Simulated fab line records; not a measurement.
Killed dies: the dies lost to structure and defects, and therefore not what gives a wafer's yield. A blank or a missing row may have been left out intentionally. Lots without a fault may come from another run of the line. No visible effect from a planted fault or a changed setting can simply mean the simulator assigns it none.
Chamber matching + flow n5 finfet + N5_BEOL_M4_ILD_DEP_00 on pecvd-04 has 3 sister chambers
The step deposits SiOC from DEMS/O2, target thk 79 nm, time 15.3 s. 14 wafers are shown with their chamber, then 7 later ones without.

== EACH WAFER AND ITS CHAMBER ==
| wafer  | chamber | throttle valve pct (%) | showerhead plenum p Torr (Torr) | heater power w (W) |
|--------|---------|------------------------|---------------------------------|--------------------|
| L085.1 | 1       | 12.6                   | 5.730                           | 487                |
| L085.2 | 0       | 11.4                   | 5.706                           | 534                |
| L085.6 | 0       | 11.7                   | 5.682                           | 419                |
| L086.1 | 1       | 12.7                   | 5.723                           | 437                |
| L086.4 | 1       | 12.7                   | 5.717                           | 453                |
| L086.5 | 2       | 11.9                   | 5.691                           | 343                |
| L088.1 | 2       | 11.8                   | 5.708                           | 422                |
| L088.2 | 0       | 11.5                   | 5.689                           | 494                |
| L088.5 | 1       | 12.4                   | 5.727                           | 444                |
| L087.1 | 0       | 11.9                   | 5.687                           | 440                |
| L087.5 | 2       | 11.9                   | 5.684                           | 415                |
| L087.6 | 1       | 12.5                   | 5.717                           | 511                |
| L092.1 | 0       | 11.6                   | 5.682                           | 481                |
| L092.3 | 1       | 12.6                   | 5.727                           | 481                |

SIGNATURES (means of the wafers above)
| reading                  | chamber 0 | chamber 1 | chamber 2 | scatter within a chamber |
|--------------------------|-----------|-----------|-----------|--------------------------|
| throttle valve pct       | 11.620    | 12.583    | 11.867    | 0.142                    |
| showerhead plenum p Torr | 5.68920   | 5.72350   | 5.69433   | 0.00877                  |
| heater power w           | 473.60    | 468.83    | 393.33    | 38.4                     |
Rule: for each reading, subtract the chamber's mean from the wafer's reading, divide by that reading's scatter and square the result; add these up over the readings and take the root, which gives the wafer's distance from the chamber. The wafer belongs to the nearest chamber; if the next one is less than 2 further off, it can't be placed. The scatter: take each reading less its chamber's mean, square it, sum over the shown wafers, divide by the number of wafers less the number of chambers, and take the root.

== WAFERS MISSING THEIR CHAMBER ==
| wafer  | throttle valve pct (%) | showerhead plenum p Torr (Torr) | heater power w (W) |
|--------|------------------------|---------------------------------|--------------------|
| L092.5 | 12.5                   | 5.719                           | 494                |
| L096.1 | 12.4                   | 5.738                           | 524                |
| L096.2 | 11.9                   | 5.682                           | 392                |
| L096.3 | 11.4                   | 5.690                           | 495                |
| L097.2 | 11.5                   | 5.685                           | 481                |
| L097.4 | 11.6                   | 5.690                           | 481                |
| L097.6 | 12.5                   | 5.719                           | 532                |

== CHAMBER TAKEN BY EACH ==
| wafer  | from the rows above     | in truth |
|--------|-------------------------|----------|
| L092.5 | 1                       | 1        |
| L096.1 | 1                       | 1        |
| L096.2 | can't be placed: 2 or 0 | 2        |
| L096.3 | 0                       | 0        |
| L097.2 | 0                       | 0        |
| L097.4 | 0                       | 0        |
| L097.6 | 1                       | 1        |
6 of 7 placed correctly. Unplaceable from these rows: 1, with the true chamber sitting among the candidates in 1. Number placed wrongly: 0.
